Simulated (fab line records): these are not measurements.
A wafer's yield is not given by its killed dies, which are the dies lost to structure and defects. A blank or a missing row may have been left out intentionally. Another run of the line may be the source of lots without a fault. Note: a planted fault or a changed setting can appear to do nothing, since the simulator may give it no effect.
2 desks looking at one fault || flow nand_harc || numbers are kept per desk, each desk with only its own; the story behind them comes last

== THE DEFECT DESK ==
Inspection counts along the route, by lot: the mean over sampled wafers that carry a number. A lot is out of limits, marked OUT, if its mean lies more than 4 standard deviations from the usual mean; the brackets give that distance.
Columns: A = raw_defect_count at NHARC_P_GATE_INSPECT_68, usual 225
{"lot": "L297", "first seen here": "day 5 08:43", "A": 318}
{"lot": "L298", "first seen here": "day 5 16:08", "A": 235}
{"lot": "L300", "first seen here": "day 6 03:48", "A": 289}
{"lot": "L299", "first seen here": "day 6 04:10", "A": 120}
{"lot": "L301", "first seen here": "day 6 14:28", "A": 161}
{"lot": "L302", "first seen here": "day 6 14:59", "A": 193}
{"lot": "L303", "first seen here": "day 7 07:14", "A": 140}
{"lot": "L305", "first seen here": "day 7 07:43", "A": 116}
{"lot": "L304", "first seen here": "day 7 08:28", "A": 292}
{"lot": "L307", "first seen here": "day 8 04:23", "A": "919 (+6.9) OUT"}
{"lot": "L310", "first seen here": "day 8 22:50", "A": "1059 (+8.3) OUT"}
{"lot": "L316", "first seen here": "day 10 08:13", "A": 313}
{"lot": "L318", "first seen here": "day 10 13:34", "A": 184}
{"lot": "L319", "first seen here": "day 10 23:16", "A": 286}
This desk's finding: out of limits on L307, L310; first on L307, day 8 04:23 (raw_defect_count at NHARC_P_GATE_INSPECT_68). L297, L298, L300, L299, L301, L302, L303, L305, L304, L316, L318, L319 stayed within limits.

== TOOL OWNER'S DESK, wet_bench-02 ==
The tool's own readings at NHARC_P_GATE_STRIP_35 (strips in SPM, time 600 s): means of the sampled wafers that have a number, for each lot that ran on this tool. A lot is out of limits, marked OUT, if its mean lies more than 4 standard deviations from the usual mean; the brackets give that distance.
Columns: A = bath_guard_temp_C at NHARC_P_GATE_STRIP_35, usual 130.1 C; B = temp_c at NHARC_P_GATE_STRIP_35, usual 129.98 C
{"lot": "L297", "first seen here": "day 4 15:25", "A": 129.9, "B": 129.86}
{"lot": "L298", "first seen here": "day 4 22:18", "A": 129.9, "B": 129.98}
{"lot": "L300", "first seen here": "day 5 09:52", "A": 129.9, "B": 130.05}
{"lot": "L299", "first seen here": "day 5 10:39", "A": 129.9, "B": 130.04}
{"lot": "L302", "first seen here": "day 5 21:25", "A": 129.7, "B": 129.94}
{"lot": "L304", "first seen here": "day 6 14:25", "A": 130.0, "B": 130.05}
{"lot": "L307", "first seen here": "day 7 10:50", "A": 130.2, "B": 130.11}
{"lot": "L310", "first seen here": "day 8 03:39", "A": 129.3, "B": 130.09}
This desk found nothing out of limits on any of the 8 lots.

== TAKEN TOGETHER ==
The defect desk could have raised an alarm at day 8 04:23, on L307, L310.
Nothing out of limits was seen by the tool owner's desk.
Tool owner's desk: L307, L310 on record, inside its limits.
Of the lots named, all ran NHARC_P_GATE_STRIP_35 on wet_bench-02.

== WHAT THE SIMULATOR HAD INSERTED ==
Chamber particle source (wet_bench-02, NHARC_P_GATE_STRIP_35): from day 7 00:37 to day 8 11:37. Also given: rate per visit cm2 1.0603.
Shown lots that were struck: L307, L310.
Hours from the fault's start to each desk's first reading out of limits: the defect desk, 28.
